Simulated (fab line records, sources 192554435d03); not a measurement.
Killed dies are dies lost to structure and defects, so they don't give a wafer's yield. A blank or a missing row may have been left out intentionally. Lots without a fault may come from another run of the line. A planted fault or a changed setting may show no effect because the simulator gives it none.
Split-lot study    flow n5-finfet    21 wafers read across 7 lots, on a route 1938 steps long

## ABOUT THE SPLIT
At N5_BEOL_M9_COAT_05 (resist thk 90 nm), the setting spin-rpm was moved away from the recipe's 1500 rpm on 12 of the 21 wafers read, by -8.7% to +10.2%. This setting was run at the recipe's value on the other wafers.

## FROM THE SPLIT TO THE READING: what the file shows between them, 3 steps
- N5_BEOL_M9_EBR_07
- N5_BEOL_M9_SOFTBAKE_06: time 60 s
- N5_BEOL_M9_DESCUM_16: chemistry O2, time 7.9 s

## THE READING
CAR-ArF_of_BEOL_M9_COAT_05.thk-nm (the simulator's own value, which no gauge read), in nm, at N5_BEOL_M9_ETCH_61 (etches SiARC in CF4, target depth 39 nm, time 65 s). The file does not state a usual value for it. The 9 wafers here that ran the recipe average 55.7 nm, standard deviation 0.37 nm.

wafer   tool, chamber at the split  spin-rpm as run, rpm  against the recipe  CAR-ArF_of_BEOL_M9_COAT_05.thk-nm, nm  against lot-mates on the recipe
L074.1  litho-track-04, 0           1583                  +5.5%               53.4                                   -2.4
L074.2  litho-track-04, 0           1500                  recipe              55.8                                   -
L074.6  litho-track-04, 0           1583                  +5.5%               53.4                                   -2.4
L078.2  litho-track-04, 0           1369                  -8.7%               59.8                                   +3.9
L078.3  litho-track-04, 0           1500                  recipe              56                                     -
L078.4  litho-track-04, 0           1500                  recipe              55.8                                   -
L080.1  litho-track-01, 0           1500                  recipe              55                                     -
L080.3  litho-track-01, 0           1500                  recipe              55.2                                   -
L080.4  litho-track-01, 0           1500                  recipe              55.4                                   -
L081.2  litho-track-01, 0           1653                  +10.2%              51                                     no lot-mate on the recipe
L081.4  litho-track-01, 0           1653                  +10.2%              51                                     no lot-mate on the recipe
L081.5  litho-track-01, 0           1653                  +10.2%              50.8                                   no lot-mate on the recipe
L089.1  litho-track-01, 0           1500                  recipe              56                                     -
L089.2  litho-track-01, 0           1622                  +8.1%               52.4                                   -3.6
L089.3  litho-track-01, 0           1622                  +8.1%               52.6                                   -3.4
L091.2  litho-track-04, 0           1548                  +3.2%               54                                     no lot-mate on the recipe
L091.4  litho-track-04, 0           1548                  +3.2%               54.2                                   no lot-mate on the recipe
L091.5  litho-track-04, 0           1548                  +3.2%               54.2                                   no lot-mate on the recipe
L093.1  litho-track-01, 0           1500                  recipe              56                                     -
L093.2  litho-track-01, 0           1500                  recipe              56                                     -
L093.4  litho-track-01, 0           1554                  +3.6%               54                                     -2.0

FIT RESULTS
A straight line over all 21 wafers: CAR-ArF_of_BEOL_M9_COAT_05.thk-nm changes by -0.45 nm for each +1% of spin-rpm; r = -0.99; the points scatter about the line by 0.32 nm.
The same after taking each lot's own level away (the mean of its wafers on the recipe; 15 wafers): -0.441 nm for each +1%; r = -1.00; scatter 0.15 nm.
That fit puts the effect of the largest move of spin-rpm on the reading at 4.5 nm.
Across the lots, their own levels run from 55.20 to 56.00 nm, a range of 2.2 times the standard deviation given above.
So the lot-to-lot level changes the slope little: the two slopes agree.
Check: +3.78 nm against its lot-mates is what the line predicts for one of the wafers moved furthest among these (-8.7%) when that wafer is left out of the fit. It came out at +3.9 nm against them.

## FURTHER SPLITS ON THESE WAFERS
Note: prior to the reading, these wafers also went through further splits. Each is held against what the fit with the lots' levels taken away leaves over:
other split on the same wafers    wafers away from the commonest value  r with CAR-ArF_of_BEOL_M9_COAT_05.thk-nm (lot level and that fit taken away)
N5_BEOL_M5_COAT_66 spin-rpm       4                                     +0.21
N5_BEOL_M6_DESCUM_33 time-s       8                                     +0.02
N5_BEOL_M7_PECVD_70 temp-c        4                                     -0.37
N5_BEOL_M7_TRENCH_ETCH_37 time-s  7                                     +0.01
N5_BEOL_M7_ETCH_41 source-w       6                                     +0.05

## THE WHOLE CHAIN: every reading that the file lists as answering this split, in the file's order
step                  what it does                                        reading                                                                             change (the file's fit)                r (the file's)
N5_BEOL_M9_COAT_05    resist thk 90 nm                                    CAR-ArF_of_BEOL_M9_COAT_05.thk-nm (the simulator's own value, which no gauge read)  -0.434 nm for each +1% of the setting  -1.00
N5_BEOL_M9_DESCUM_16  chemistry O2, time 7.9 s                            CAR-ArF_of_BEOL_M9_COAT_05.thk-nm (the simulator's own value, which no gauge read)  -0.438 nm for each +1% of the setting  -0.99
N5_BEOL_M9_ETCH_61    etches SiARC in CF4, target depth 39 nm, time 65 s  CAR-ArF_of_BEOL_M9_COAT_05.thk-nm (the simulator's own value, which no gauge read)  -0.446 nm for each +1% of the setting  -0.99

## THE FILE'S OWN FIT
CAR-ArF_of_BEOL_M9_COAT_05.thk-nm changes by -0.446 nm for each +1% of spin-rpm, r = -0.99.
